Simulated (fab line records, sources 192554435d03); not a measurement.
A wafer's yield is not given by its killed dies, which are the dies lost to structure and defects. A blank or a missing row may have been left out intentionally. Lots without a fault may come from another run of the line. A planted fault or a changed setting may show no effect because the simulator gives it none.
fab line records + flow n5_finfet
record
- lots=10
- wafers=27
- last_day=17
route steps=1938 shown BEOL_M4@1111 BEOL_M15@1813 MIM_TOP_LITHO@1848 MIM_BOT_ETCH@1868 PASSIVATION@1910
lots that met no fault: from a run of the same line without faults
start_h: hours from the record's first day to the start of the lot's first wafer shown + wait_h: time in hours since the lot's previous step + " the same as in the row above + L1.1+2: several wafers, shown together as one row + - no value, or no start given + * or withheld: withheld + < > ~ a bound
route shown NAME@n: NAME is a module with steps in the file, n the number in the route of the first one + usual: average and standard deviation across the fault-free wafers + same: alike in all rows + chamber/n: place in a boat + sites: readings site by site + _std_site: their standard deviation + _edge_site: outer sites' mean less inner sites' + radius_mm: for every site, how far away it sits from the centre of the wafer + mask NAME#n: copy n + behind: the tool/chamber that last shaped the wafer + hold: cause of the lot's hold/its duration in hours/its outcome + device: which transistor (n, p or np) failed to switch + end of line: the tests these same wafers got at the end of their route + where a step has no rows: the recipe by itself + killed: at the first sort, the dies lost to defects and structure; wafer yield is something else + map: the dies of a wafer, with x for killed, . for not killed, _ for no die there
set.NAME: setting as actually run; set.NAME@STEP: the setting as run at that earlier step + model.NAME: the simulator's own value behind a step, which no gauge read
steps of the route over a sample of lots; a table a step, a row a wafer
services: when a tool's chamber went out of use (start_h, in hours from the record's first day, below 0 if earlier), for how many hours, and the reason
## steps
# step N5_BEOL_M4_RC_MEAS_101
# usual
- DIBL_N=36.1/1.5
- DIBL_P=36.1/1.9
- IOFF_N=0.159/0.029
- IOFF_P=0.21/0.038
- ION_N=675/11
- ION_P=464/8.1
- SS_N=71.5/0.57
- SS_P=73.3/0.64
- VT_N=249/3.1
- VT_P=-250/3.8
| lot.wafer | tool      | chamber | start_h | wait_h | DIBL_N[mV/V] | DIBL_P[mV/V] | IOFF_N[nA/um] | IOFF_P[nA/um] | ION_N[uA/um] | ION_P[uA/um] | SS_N[mV/dec] | SS_P[mV/dec] | VT_N[mV] | VT_P[mV] |
|-----------|-----------|---------|---------|--------|--------------|--------------|---------------|---------------|--------------|--------------|--------------|--------------|----------|----------|
| L140.2    | prober-01 | 0       | 177.54  | 0.2    | 37.8         | 37.3         | 0.161         | 0.24          | 666          | 464          | 71.8         | 73.8         | 249      | -246     |
| L140.4    | "         | 0       | "       | "      | 35.9         | 34.2         | 0.137         | 0.19          | 672          | 462          | 72.3         | 72.5         | 250      | -249     |
| L140.5    | "         | 0       | "       | "      | 36.7         | 36.4         | 0.148         | 0.22          | 654          | 454          | 71.5         | 73.3         | 253      | -247     |
| L143.1    | prober-02 | 0       | 199.70  | 0.0    | 38.1         | 37.4         | 0.169         | 0.23          | 670          | 461          | 72.0         | 73.6         | 250      | -250     |
| L143.5    | "         | 0       | "       | "      | 36.5         | 35.2         | 0.151         | 0.20          | 679          | 469          | 71.3         | 73.0         | 249      | -250     |
| L143.6    | "         | 0       | "       | "      | 37.6         | 35.9         | 0.170         | 0.20          | 669          | 458          | 71.9         | 73.2         | 247      | -251     |
| L147.1    | prober-01 | 0       | 221.25  | 0.0    | 38.4         | 39.8         | 0.223         | 0.27          | 690          | 473          | 71.5         | 73.7         | 245      | -246     |
| L147.4    | "         | 0       | "       | "      | 34.1         | 34.0         | 0.149         | 0.19          | 677          | 467          | 71.1         | 72.8         | 247      | -251     |
| L148.3    | prober-01 | 0       | 227.03  | 0.3    | 38.9         | 38.2         | 0.232         | 0.31          | 695          | 477          | 72.1         | 74.8         | 242      | -240     |
| L148.6    | "         | 0       | "       | "      | 37.4         | 37.4         | 0.209         | 0.29          | 695          | 477          | 72.2         | 74.1         | 245      | -241     |
| L152.4    | prober-01 | 0       | 255.48  | 0.5    | 34.6         | 33.0         | 0.133         | 0.17          | 675          | 462          | 70.8         | 72.3         | 248      | -253     |
| L152.5    | "         | 0       | "       | "      | 34.1         | 32.4         | 0.122         | 0.16          | 666          | 459          | 71.0         | 72.4         | 252      | -255     |
| L152.6    | "         | 0       | "       | "      | 37.3         | 36.1         | 0.177         | 0.21          | 684          | 467          | 71.5         | 74.1         | 248      | -251     |
| L154.1    | prober-01 | 0       | 269.52  | 0.0    | 35.6         | 37.1         | 0.150         | 0.19          | 663          | 457          | 71.3         | 73.5         | 253      | -254     |
| L154.4    | "         | 0       | "       | "      | 36.9         | 37.5         | 0.166         | 0.19          | 676          | 460          | 72.4         | 73.6         | 248      | -254     |
| L154.5    | "         | 0       | "       | "      | 36.6         | 37.7         | 0.169         | 0.20          | 675          | 457          | 72.3         | 73.7         | 251      | -254     |
| L155.1    | prober-01 | 0       | 274.06  | 0.0    | 35.3         | 36.4         | 0.159         | 0.21          | 688          | 463          | 72.2         | 73.5         | 248      | -249     |
| L155.6    | "         | 0       | "       | "      | 37.3         | 39.1         | 0.206         | 0.26          | 689          | 468          | 72.0         | 74.1         | 244      | -247     |
| L156.2    | prober-01 | 0       | 276.85  | 0.2    | 36.9         | 39.4         | 0.195         | 0.25          | 675          | 465          | 71.8         | 74.3         | 247      | -247     |
| L156.4    | "         | 0       | "       | "      | 36.9         | 39.2         | 0.187         | 0.23          | 673          | 463          | 72.0         | 74.5         | 249      | -252     |
| L156.6    | "         | 0       | "       | "      | 36.4         | 38.2         | 0.174         | 0.22          | 671          | 462          | 72.4         | 74.7         | 250      | -248     |
| L159.1    | prober-02 | 0       | 306.03  | 0.0    | 37.1         | 37.1         | 0.173         | 0.30          | 677          | 479          | 71.4         | 73.3         | 246      | -241     |
| L159.2    | "         | 0       | "       | "      | 37.5         | 37.7         | 0.192         | 0.32          | 689          | 481          | 72.1         | 73.7         | 247      | -242     |
| L159.6    | "         | 0       | "       | "      | 37.6         | 37.6         | 0.198         | 0.31          | 686          | 473          | 72.0         | 74.3         | 245      | -244     |
| L160.1    | prober-01 | 0       | 321.45  | 0.0    | 36.2         | 36.8         | 0.181         | 0.23          | 684          | 469          | 71.1         | 73.3         | 247      | -247     |
| L160.3    | "         | 0       | "       | "      | 36.6         | 36.4         | 0.180         | 0.23          | 680          | 468          | 70.9         | 72.5         | 246      | -248     |
| L160.5    | "         | 0       | "       | "      | 34.8         | 36.0         | 0.168         | 0.23          | 686          | 473          | 71.5         | 73.6         | 244      | -247     |
# step N5_BEOL_M15_STRIP_37
# recipe
- chemistry=O2
- power_w=600
- temp_c=60
- pressure_mtorr=30
- rf_frequency_hz=6e+07
- bias_power_w=0
- overash_fraction=0.3
- o2_flow_sccm=225
# usual
- drypump_motor_current_A=5.6/0.53
- oes_product_au=0.82/0.1
- rf_vpp_V=3.6/0.57
- showerhead_plenum_p_Torr=2.09/0.081
- throttle_valve_pct=16.56/0.28
| lot.wafer | tool        | chamber | start_h | wait_h | drypump_motor_current_A | oes_product_au | rf_hours_counter_h | rf_vpp_V | showerhead_plenum_p_Torr | throttle_valve_pct |
|-----------|-------------|---------|---------|--------|-------------------------|----------------|--------------------|----------|--------------------------|--------------------|
| L140.2    | rie_diel-04 | 2       | -       | -      | 6.2                     | 0.69           | 241                | 3.3      | 2.07                     | 17.03              |
| L140.4    | "           | 1       | "       | "      | 5.0                     | 0.70           | 188                | 3.9      | 2.00                     | 16.74              |
| L140.5    | "           | 0       | "       | "      | 5.1                     | 0.69           | -                  | 4.5      | 1.98                     | 16.65              |
| L143.1    | rie_diel-04 | 0       | -       | -      | 5.1                     | 0.68           | 244                | 2.5      | 1.97                     | 16.66              |
| L143.5    | "           | 0       | "       | "      | 5.1                     | 0.68           | -                  | 4.1      | 1.97                     | 16.64              |
| L143.6    | "           | 3       | "       | "      | 6.1                     | 0.74           | -                  | 3.5      | 2.02                     | 16.80              |
| L147.1    | rie_diel-04 | 3       | -       | -      | 6.0                     | 0.73           | 170                | 2.3      | 2.01                     | 16.78              |
| L147.4    | "           | 2       | "       | "      | 6.3                     | 1.01           | -                  | 3.7      | 2.07                     | 16.63              |
| L148.3    | rie_diel-03 | 2       | -       | -      | 6.6                     | 0.73           | 194                | 3.0      | 2.18                     | 16.75              |
| L148.6    | "           | 3       | "       | "      | 5.4                     | 0.88           | -                  | 2.2      | 2.05                     | 16.63              |
| L152.4    | rie_diel-03 | 3       | -       | -      | 5.5                     | 0.87           | -                  | 4.1      | 2.05                     | 16.66              |
| L152.5    | "           | 2       | "       | "      | 6.6                     | 0.71           | -                  | 3.5      | 2.18                     | 16.79              |
| L152.6    | "           | 0       | "       | "      | 5.6                     | 0.89           | -                  | 3.5      | 2.06                     | 16.58              |
| L155.1    | rie_diel-04 | 0       | -       | -      | 5.1                     | 0.99           | 7                  | 2.9      | 2.23                     | 16.19              |
| L155.6    | "           | 0       | "       | "      | 5.1                     | 0.98           | -                  | 4.8      | 2.23                     | 16.19              |
| L156.2    | rie_diel-05 | 3       | -       | -      | 5.0                     | 0.85           | 50                 | 2.7      | 2.02                     | 15.99              |
| L156.4    | "           | 0       | "       | "      | 5.6                     | 0.81           | 105                | 3.2      | 2.10                     | 16.21              |
| L156.6    | "           | 0       | "       | "      | 5.5                     | 0.80           | -                  | 3.0      | 2.11                     | 16.22              |
| L154.1    | rie_diel-04 | 2       | -       | -      | 6.3                     | 0.92           | 23                 | 4.4      | 2.06                     | 16.67              |
| L154.4    | "           | 2       | "       | "      | 6.3                     | 0.93           | -                  | 4.3      | 2.06                     | 16.67              |
| L154.5    | "           | 3       | "       | "      | 6.1                     | 0.72           | -                  | 3.4      | 2.00                     | 16.84              |
| L159.1    | rie_diel-04 | 1       | -       | -      | 5.0                     | 0.66           | 232                | 4.1      | 1.99                     | 16.82              |
| L159.2    | "           | 2       | "       | "      | 6.3                     | 0.90           | 31                 | 4.4      | 2.06                     | 16.72              |
| L159.6    | "           | 2       | "       | "      | 6.3                     | 0.90           | -                  | 4.2      | 2.06                     | 16.67              |
| L160.1    | rie_diel-03 | 2       | -       | -      | 6.6                     | 0.72           | 219                | 4.1      | 2.17                     | 16.79              |
| L160.3    | "           | 0       | "       | "      | 5.7                     | 0.85           | 52                 | 4.2      | 2.05                     | 16.61              |
| L160.5    | "           | 2       | "       | "      | 6.6                     | 0.72           | -                  | 4.0      | 2.17                     | 16.82              |
# step N5_MIM_TOP_LITHO_OVL_MEAS_11
# recipe
- points_per_wafer=44
# usual
- MIM_TOP_OVL=1/4.7
| lot.wafer | tool       | chamber | start_h | wait_h | MIM_TOP_OVL[nm] |
|-----------|------------|---------|---------|--------|-----------------|
| L140.2    | overlay-02 | 0       | 261.14  | 0.0    | 5               |
| L140.4    | "          | 0       | "       | "      | 7               |
| L140.5    | "          | 0       | "       | "      | 6               |
| L143.1    | overlay-01 | 0       | 301.85  | 0.0    | 4               |
| L143.5    | "          | 0       | "       | "      | -6              |
| L143.6    | "          | 0       | "       | "      | 8               |
| L147.1    | overlay-02 | 0       | 317.22  | 0.0    | 5               |
| L147.4    | "          | 0       | "       | "      | 9               |
| L148.3    | overlay-01 | 0       | 324.07  | 0.0    | 4               |
| L148.6    | "          | 0       | "       | "      | 4               |
| L152.4    | overlay-02 | 0       | 349.99  | 0.0    | 0               |
| L152.5    | "          | 0       | "       | "      | -2              |
| L152.6    | "          | 0       | "       | "      | 2               |
| L155.1    | overlay-02 | 0       | 367.74  | 0.0    | 9               |
| L155.6    | "          | 0       | "       | "      | -3              |
| L156.2    | overlay-02 | 0       | 368.81  | 0.0    | -4              |
| L156.4    | "          | 0       | "       | "      | -5              |
| L156.6    | "          | 0       | "       | "      | -1              |
| L154.1    | overlay-01 | 0       | 376.60  | 0.0    | -3              |
| L154.4    | "          | 0       | "       | "      | 4               |
| L154.5    | "          | 0       | "       | "      | 1               |
| L159.1    | overlay-01 | 0       | 404.27  | 0.0    | 2               |
| L159.2    | "          | 0       | "       | "      | 7               |
| L159.6    | "          | 0       | "       | "      | 8               |
| L160.1    | overlay-02 | 0       | 404.52  | 0.0    | 6               |
| L160.3    | "          | 0       | "       | "      | 3               |
| L160.5    | "          | 0       | "       | "      | 11              |
# step N5_MIM_BOT_ETCH_ETCH_00
# recipe
- chemistry=Cl2/BCl3
- target=TiN
- target_depth_a=455
- ion_energy_ev=150
- pressure_mtorr=10
- icp_w=1000
- bias_w=126
- Cl2_flow_sccm=53.25
- bcl3_flow_sccm=21.75
- Ar_flow_sccm=25
# usual
- drypump_motor_current_A=5.64/0.17
- mfc_cl2_sccm=53.26/0.16
- oes_product_au=0.83/0.11
- throttle_valve_pct=21.95/0.15
| lot.wafer | tool         | chamber | start_h | wait_h | drypump_motor_current_A | mfc_cl2_sccm | oes_product_au | rf_hours_counter_h | throttle_valve_pct |
|-----------|--------------|---------|---------|--------|-------------------------|--------------|----------------|--------------------|--------------------|
| L140.2    | rie_metal-01 | 1       | 262.45  | 0.1    | 5.70                    | 53.30        | 0.69           | 79                 | 21.85              |
| L140.4    | "            | 1       | "       | "      | 5.69                    | 53.42        | 0.69           | -                  | 21.83              |
| L140.5    | "            | 1       | "       | "      | 5.67                    | 53.12        | 0.69           | -                  | 21.87              |
| L143.1    | rie_metal-01 | 1       | 303.08  | 0.1    | 5.65                    | 53.41        | 0.69           | 82                 | 21.83              |
| L143.5    | "            | 0       | "       | "      | 5.28                    | 53.24        | 0.78           | -                  | 21.85              |
| L143.6    | "            | 1       | "       | "      | 5.66                    | 53.24        | 0.69           | -                  | 21.84              |
| L147.1    | rie_metal-02 | 1       | 318.36  | 0.1    | 5.63                    | 53.44        | 0.95           | 3                  | 21.77              |
| L147.4    | "            | 0       | "       | "      | 5.86                    | 53.35        | 0.82           | -                  | 22.13              |
| L148.3    | rie_metal-02 | 0       | 326.33  | 0.1    | 5.86                    | 53.28        | 0.81           | -                  | 22.14              |
| L148.6    | "            | 0       | "       | "      | 5.86                    | 53.03        | 0.82           | -                  | 22.17              |
| L152.4    | rie_metal-02 | 0       | 351.43  | 0.1    | 5.86                    | 53.65        | 0.79           | -                  | 22.14              |
| L152.5    | "            | 1       | "       | "      | 5.65                    | 53.28        | 0.93           | -                  | 21.77              |
| L152.6    | "            | 0       | "       | "      | 5.88                    | 53.52        | 0.80           | -                  | 22.15              |
| L155.1    | rie_metal-02 | 0       | 368.92  | 0.1    | 5.88                    | 53.26        | 0.80           | 29                 | 22.15              |
| L155.6    | "            | 1       | "       | "      | 5.63                    | 53.12        | 0.91           | -                  | 21.79              |
| L156.2    | rie_metal-03 | 1       | 370.00  | 0.1    | 5.61                    | 53.12        | 0.89           | 7                  | 22.07              |
| L156.4    | "            | 1       | "       | "      | 5.60                    | 53.00        | 0.89           | -                  | 22.08              |
| L156.6    | "            | 0       | "       | "      | 5.52                    | 53.42        | 0.95           | -                  | 21.85              |
| L154.1    | rie_metal-01 | 1       | 377.77  | 0.1    | 5.68                    | 53.17        | 0.67           | 89                 | 21.86              |
| L154.4    | "            | 0       | "       | "      | 5.35                    | 53.23        | 0.77           | -                  | 21.86              |
| L154.5    | "            | 0       | "       | "      | 5.33                    | 53.05        | 0.78           | -                  | 21.85              |
| L159.1    | rie_metal-02 | 0       | 405.54  | 0.1    | 5.86                    | 53.47        | 0.79           | 32                 | 22.16              |
| L159.2    | "            | 1       | "       | "      | 5.67                    | 53.14        | 0.89           | 11                 | 21.80              |
| L159.6    | "            | 0       | "       | "      | 5.87                    | 53.08        | 0.79           | -                  | 22.15              |
| L160.1    | rie_metal-03 | 1       | 405.70  | 0.1    | 5.58                    | 53.10        | 0.87           | 11                 | 22.08              |
| L160.3    | "            | 1       | "       | "      | 5.60                    | 52.93        | 0.87           | -                  | 22.10              |
| L160.5    | "            | 0       | "       | "      | 5.52                    | 53.40        | 0.92           | -                  | 21.88              |
# step N5_PASSIVATION_ETCH_59
# recipe
- chemistry=Cl2/BCl3
- target=TaN
- target_depth_a=650
- time_s=34.9
- ion_energy_ev=100
- pressure_mtorr=10
- icp_w=900
- bias_w=100
- Cl2_flow_sccm=60
- bcl3_flow_sccm=30
# usual
- drypump_motor_current_A=5.62/0.16
- mfc_cl2_sccm=60.00/0.21
- oes_product_au=0.81/0.11
- throttle_valve_pct=21.16/0.18
| lot.wafer | tool         | chamber | start_h | wait_h | drypump_motor_current_A | mfc_cl2_sccm | oes_product_au | rf_hours_counter_h | throttle_valve_pct |
|-----------|--------------|---------|---------|--------|-------------------------|--------------|----------------|--------------------|--------------------|
| L140.2    | rie_metal-01 | 1       | 266.05  | 0.3    | 5.66                    | 60.02        | 0.69           | 80                 | 21.03              |
| L140.4    | "            | 1       | "       | "      | 5.64                    | 60.14        | 0.69           | -                  | 21.05              |
| L140.5    | "            | 0       | "       | "      | 5.35                    | 59.83        | 0.81           | -                  | 21.00              |
| L143.1    | rie_metal-02 | 0       | 306.82  | 0.3    | 5.86                    | 59.87        | 0.82           | 24                 | 21.26              |
| L143.5    | "            | 0       | "       | "      | 5.86                    | 59.87        | 0.82           | -                  | 21.29              |
| L143.6    | "            | 1       | "       | "      | 5.63                    | 59.73        | 0.96           | -                  | 20.89              |
| L147.1    | rie_metal-02 | 1       | 322.44  | 0.3    | 5.64                    | 59.94        | 0.94           | 4                  | 20.89              |
| L147.4    | "            | 1       | "       | "      | 5.66                    | 60.16        | 0.94           | -                  | 20.89              |
| L148.3    | rie_metal-02 | 0       | 334.12  | 0.2    | 5.87                    | 60.25        | 0.81           | -                  | 21.28              |
| L148.6    | "            | 1       | "       | "      | 5.63                    | 60.02        | 0.94           | -                  | 20.91              |
| L152.4    | rie_metal-03 | 0       | 355.48  | 0.2    | 5.51                    | 60.01        | 0.96           | -                  | 21.02              |
| L152.5    | "            | 0       | "       | "      | 5.52                    | 60.09        | 0.95           | -                  | 21.02              |
| L152.6    | "            | 1       | "       | "      | 5.62                    | 60.11        | 0.91           | -                  | 21.24              |
| L155.1    | rie_metal-01 | 0       | 372.35  | 0.3    | 5.33                    | 59.65        | 0.78           | 51                 | 21.06              |
| L155.6    | "            | 1       | "       | "      | 5.63                    | 60.01        | 0.68           | -                  | 21.08              |
| L156.2    | rie_metal-03 | 1       | 376.89  | 0.6    | 5.60                    | 60.21        | 0.89           | -                  | 21.24              |
| L156.4    | "            | 1       | "       | "      | 5.61                    | 60.09        | 0.89           | -                  | 21.25              |
| L156.6    | "            | 1       | "       | "      | 5.59                    | 60.18        | 0.90           | -                  | 21.23              |
| L154.1    | rie_metal-02 | 1       | 385.06  | 0.3    | 5.65                    | 60.13        | 0.89           | 9                  | 20.94              |
| L154.4    | "            | 0       | "       | "      | 5.89                    | 60.49        | 0.79           | -                  | 21.32              |
| L154.5    | "            | 1       | "       | "      | 5.65                    | 59.90        | 0.91           | -                  | 20.91              |
| L159.1    | rie_metal-03 | 1       | 410.36  | 0.3    | 5.59                    | 60.18        | 0.87           | 12                 | 21.28              |
| L159.2    | "            | 0       | "       | "      | 5.51                    | 59.74        | 0.93           | 10                 | 21.04              |
| L159.6    | "            | 1       | "       | "      | 5.60                    | 60.35        | 0.88           | -                  | 21.27              |
| L160.1    | rie_metal-02 | 0       | 411.25  | 0.3    | 5.85                    | 59.73        | 0.78           | 33                 | 21.34              |
| L160.3    | "            | 0       | "       | "      | 5.86                    | 59.75        | 0.78           | -                  | 21.31              |
| L160.5    | "            | 1       | "       | "      | 5.62                    | 60.04        | 0.88           | -                  | 20.94              |
# step N5_PASSIVATION_PROBE_49
# usual
- defect_limited_yield=91.5/1.6
- killed_at_M0_to_M3=33/10
- killed_at_M4_up=13/5.6
- killed_at_contacts=13/6
- killed_at_front_end=39/12
- killed_at_other=3.0/2.8
- killed_dies=101/19
- killed_on_rim=13/4
- killed_open=65/13
- killed_short=32/8.3
- sort_bin_5_function=5.0/1
- sort_bin_6_memory=3.1/0.69
- sort_n_pass=1079/19
- sort_yield_pct=91.5/1.6
# same
- gross_dies=1180
- killed_at_back_side=0
- sort_bin_4_leakage[%]=0
- sort_bin_8_speed[%]=0
| lot.wafer | tool      | chamber | start_h | wait_h | defect_limited_yield[%] | killed_at_M0_to_M3 | killed_at_M4_up | killed_at_contacts | killed_at_front_end | killed_at_other | killed_dies | killed_on_rim | killed_open | killed_short | sort_bin_5_function[%] | sort_bin_6_memory[%] | sort_n_pass | sort_yield_pct[%] |
|-----------|-----------|---------|---------|--------|-------------------------|--------------------|-----------------|--------------------|---------------------|-----------------|-------------|---------------|-------------|--------------|------------------------|----------------------|-------------|-------------------|
| L143.1    | prober-01 | -       | 311.45  | 0.0    | 91.5                    | 22                 | 11              | 9                  | 55                  | 3               | 100         | 11            | 55          | 42           | 4.8                    | 3.1                  | 1080        | 91.5              |
| L143.5    | prober-01 | -       | 311.65  | 0.2    | 90.7                    | 30                 | 6               | 14                 | 45                  | 15              | 110         | 10            | 75          | 32           | 5.8                    | 3.1                  | 1070        | 90.7              |
| L143.6    | prober-01 | -       | 311.70  | 0.3    | 0                       | 16                 | 3               | 14                 | 55                  | 1092            | 1180        | 152           | 55          | 32           | 96.6                   | 2.9                  | 0           | 0                 |
| L147.1    | prober-01 | -       | 327.19  | 0.0    | 89.1                    | 37                 | 21              | 14                 | 54                  | 3               | 129         | 17            | 88          | 34           | 6.9                    | 3.6                  | 1051        | 89.1              |
| L147.4    | prober-01 | -       | 327.34  | 0.2    | 0                       | 37                 | 17              | 11                 | 48                  | 1067            | 1180        | 152           | 79          | 34           | 96.5                   | 3.2                  | 0           | 0                 |
| L148.3    | prober-02 | -       | 338.48  | 0.1    | 92.4                    | 46                 | 11              | 6                  | 27                  | 0               | 90          | 7             | 58          | 30           | 4.7                    | 2.6                  | 1090        | 92.4              |
| L148.6    | prober-02 | -       | 338.63  | 0.3    | 0                       | 22                 | 23              | 5                  | 48                  | 1082            | 1180        | 152           | 72          | 27           | 96.1                   | 3.6                  | 0           | 0                 |
# killed by level:class
L143.1 FIN_SAQP:geometric_particle:open=11 GATE_CUT:geometric_particle:short=9 FIN_SAQP:geometric_particle:short=8 STI_FIN_REVEAL:geometric_particle:open=7 GATE_CUT:geometric_particle:open=6 MOL_CONTACT_COAG:geometric_particle:open=6 BEOL_M0_SAQP:geometric_particle:short=4 BEOL_M0_SAQP:geometric_particle:open=4
L143.5 FIN_SAQP:geometric_particle:open=14 MOL_CONTACT_COAG:geometric_particle:open=12 FIN_SAQP:geometric_particle:short=10 PASS1_CAP:geometric_particle:open=10 BEOL_M3:geometric_particle:open=8 BEOL_M1:geometric_particle:open=6 BEOL_M2:geometric_particle:open=6 GATE_CUT:geometric_particle:short=5
L143.6 PASSIVATION:area_etch=1091 GATE_CUT:geometric_particle:short=14 FIN_SAQP:geometric_particle:open=12 MOL_CONTACT_COAG:geometric_particle:open=11 STI_FIN_REVEAL:geometric_particle:open=8 BEOL_M1:geometric_particle:open=5 FIN_SAQP:geometric_particle:short=4 DUMMY_GATE:geometric_particle:open=4
L147.1 STI_FIN_REVEAL:geometric_particle:open=17 MOL_CONTACT_COAG:geometric_particle:open=11 FIN_SAQP:geometric_particle:open=10 FIN_SAQP:geometric_particle:short=9 BEOL_M0_SAQP:geometric_particle:short=8 BEOL_M3:geometric_particle:open=8 BEOL_M0_SAQP:geometric_particle:open=6 BEOL_M2:geometric_particle:open=5
L147.4 PASSIVATION:area_etch=1066 STI_FIN_REVEAL:geometric_particle:open=10 MOL_CONTACT_COAG:geometric_particle:open=10 BEOL_M0_SAQP:geometric_particle:open=10 FIN_SAQP:geometric_particle:open=9 BEOL_M4:geometric_particle:open=9 FIN_SAQP:geometric_particle:short=8 BEOL_M0_SAQP:geometric_particle:short=7
L148.3 BEOL_M0_SAQP:geometric_particle:open=12 BEOL_M0_SAQP:geometric_particle:short=10 BEOL_M1:geometric_particle:open=8 BEOL_M4:geometric_particle:open=7 FIN_SAQP:geometric_particle:short=6 BEOL_M2:geometric_particle:open=6 GATE_CUT:geometric_particle:short=5 BEOL_M3:geometric_particle:open=5
L148.6 PASSIVATION:area_etch=1079 STI_FIN_REVEAL:geometric_particle:open=13 BEOL_M2:geometric_particle:open=10 BEOL_M4:geometric_particle:open=9 FIN_SAQP:geometric_particle:open=6 DUMMY_GATE:geometric_particle:open=6 MOL_CONTACT_COAG:geometric_particle:open=5 BEOL_M2:geometric_particle:short=5
## services
| tool         | chamber | start_h | hours | kind                          |
|--------------|---------|---------|-------|-------------------------------|
| rie_metal-02 | 1       | 261.93  | -     | clean                         |
| rie_metal-02 | 1       | 261.93  | 24.4  | scheduled_down                |
| rie_metal-02 | 1       | 261.93  | 24.4  | vent_cycle                    |
| rie_metal-03 | 1       | 262.40  | -     | clean                         |
| rie_metal-03 | 1       | 262.40  | 22.1  | scheduled_down                |
| rie_metal-03 | 1       | 262.40  | 22.1  | vent_cycle                    |
| rie_metal-03 | 0       | 284.50  | -     | clean                         |
| rie_metal-03 | 0       | 284.50  | 13.2  | scheduled_down                |
| rie_metal-03 | 0       | 284.50  | 13.2  | vent_cycle                    |
| rie_diel-04  | 2       | 287.02  | -     | clean                         |
| rie_diel-04  | 2       | 287.02  | -     | consumable_replace:focus_ring |
| rie_diel-04  | 0       | 309.21  | -     | clean                         |
| rie_diel-04  | 0       | 309.21  | -     | consumable_replace:esc        |
| rie_diel-04  | 0       | 309.21  | -     | consumable_replace:focus_ring |
| rie_diel-04  | 0       | 309.21  | -     | consumable_replace:showerhead |
| rie_diel-04  | 0       | 309.21  | 25.9  | scheduled_down                |
| rie_diel-04  | 0       | 309.21  | 25.9  | vent_cycle                    |
| rie_diel-03  | 1       | 342.20  | 1.8   | repair                        |
| rie_diel-04  | 1       | 359.38  | 18.2  | repair                        |
| rie_diel-05  | 3       | 367.83  | 2.5   | repair                        |
| rie_diel-03  | 3       | 370.70  | 7.7   | repair                        |
| rie_metal-03 | 0       | 374.71  | 4.0   | repair                        |
| rie_diel-04  | 2       | 385.79  | 2.7   | repair                        |
| rie_diel-03  | 3       | 389.13  | 16.0  | repair                        |
## key
first_sign
- step=N5_PASSIVATION_PROBE_49
- reading=killed_at_other
- direction=up
- sigmas=99+
- usual=3.0
- struck=1080.3
effect
- step=N5_PASSIVATION_PROBE_49
- reading=sort_bin_5_function
- direction=up
- sigmas=88
- usual=5.0
- struck=96.4
more_kills_born_at
- N5_PASSIVATION_ETCH_59@rie_metal-02=3236
met_at N5_PASSIVATION_ETCH_59
struck_lots L143,L147,L148
struck_wafers L143.6,L147.4,L148.6
later_rows_left_out L143.6,L147.4,L148.6
not_acting_at N5_BEOL_M15_STRIP_37,N5_MIM_TOP_LITHO_OVL_MEAS_11,N5_MIM_BOT_ETCH_ETCH_00
fault
- kind=process_parameter_drift
- tool=rie_metal-02
- chamber=-
- onset_h=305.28
- steps=N5_PASSIVATION_ETCH_59
- channel=time_s
- offset=*
- shape=step
- end_h=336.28
- scope=struck_wafers_only
- acts_in=*
- stated=*
# later_rows_left_out: the simulator's readings of these wafers behind a module that went badly wrong aren't trusted and aren't shown, but for the sort
